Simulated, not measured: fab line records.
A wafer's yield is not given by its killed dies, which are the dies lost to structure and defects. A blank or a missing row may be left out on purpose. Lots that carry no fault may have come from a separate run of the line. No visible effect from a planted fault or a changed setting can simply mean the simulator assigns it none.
Problem report in the 8D (eight disciplines) form, filled by code :: flow nandHarc :: the parts of the form that need people (team, actions taken, sign-off) are left out

1. THE ISSUE
rawDefectCount at NHARC_P_GATE_INSPECT_28 reads a mean of 609 on 6 wafers of 2 lots; wafers without a fault read 6 with a standard deviation of 3.1. That is +99 or more standard deviations from the usual mean.
First seen on wafer L705.2, day 6 14:22, on defectInspect-02. The record has a number at this step for 36 wafers belonging to 12 lots. Rule for "out" (also "out of limits"): further than 4 standard deviations from the usual mean. The other wafers with a number count as sound.

2. WHAT THIS IS AND IS NOT
question: which readings at this step
is: rawDefectCount
is not: -

question: which lots
is: L705, L712
is not: L698, L699, L702, L703, L704, L707, L718, L719, L720, L721

question: which wafers of those lots
is: all that have a number
is not: -

question: read on which gauges
is: defectInspect-02
is not: defectInspect-01

question: when
is: from day 6 14:22
is not: up to then (18 sound wafers); but 12 sound wafers of L718, L719, L720, L721 came after

3. SUSPECTS, AND WHAT RULES EACH OUT
Counting: any tool at a process step up to the reading is kept as a suspect provided that every lot that is out went through it and no sound lot did after the first of them.
- the gauge at NHARC_P_GATE_INSPECT_28: ruled out. All the wafers that are out were read on defectInspect-02, but those of them that NHARC_END_SORT_01 has rows for are out there too, on other tools.
- cmp-03 at NHARC_P_STI_CMP_21 (polishes, t overpolish 20 s, target thk 380.67 nm): ruled out as a lasting fault. Sound lots L719, L721 ran on it after its first lot that is out, L705 (day 5 06:19).
- wetBench-05 at NHARC_P_GATE_ETCH_14 (etches SiO2 in dHF, target depth 48.8 nm): kept. It ran every lot that is out, first L705 (day 5 23:04), and no sound lot after that; its last sound lot up to then is L704 (day 5 16:38).
The count leaves wetBench-05 at NHARC_P_GATE_ETCH_14.

4. THE CAUSE (what the simulator had put in)
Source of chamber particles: wetBench-05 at NHARC_P_GATE_ETCH_14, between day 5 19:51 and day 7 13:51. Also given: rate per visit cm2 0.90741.
This tool alone remained once counting was done.

5. SEQUENCE OF EFFECTS, ordered by route
Rows list readings where the struck wafers' mean (over those with a number) sits beyond 3 standard deviations from the usual. Scope: only readings with a usual standard deviation given in the record; hours: median across lots of the time from each lot's start at the first step in this table that gives one to its start at this step; sigmas: change in usual standard deviations.
hours: 0
step: NHARC_P_GATE_INSPECT_28
reading: rawDefectCount
usual: 6
on struck wafers: 609
change: +603
sigmas: +99 or more

hours: 20
step: NHARC_P_GATE_INSPECT_68
reading: rawDefectCount
usual: 207
on struck wafers: 812
change: +605
sigmas: +7.5

hours: 347
step: NHARC_END_SORT_01
reading: killedAtPeriphery
usual: 2.4
on struck wafers: 70.2
change: +67.8
sigmas: +38

hours: 347
step: NHARC_END_SORT_01
reading: killedDies
usual: 30
on struck wafers: 85
change: +55
sigmas: +5.5

6. HOW IT WOULD HAVE BEEN CAUGHT EARLIER
19 hours passed between the start of the fault at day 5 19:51 and the first reading out of limits at a measuring or inspecting step in this record, taken at day 6 14:22.
Of the lots that are out (2), L712 began NHARC_P_GATE_ETCH_14 on wetBench-05 after day 6 14:22. A tool hold placed at that time would have kept it from harm.
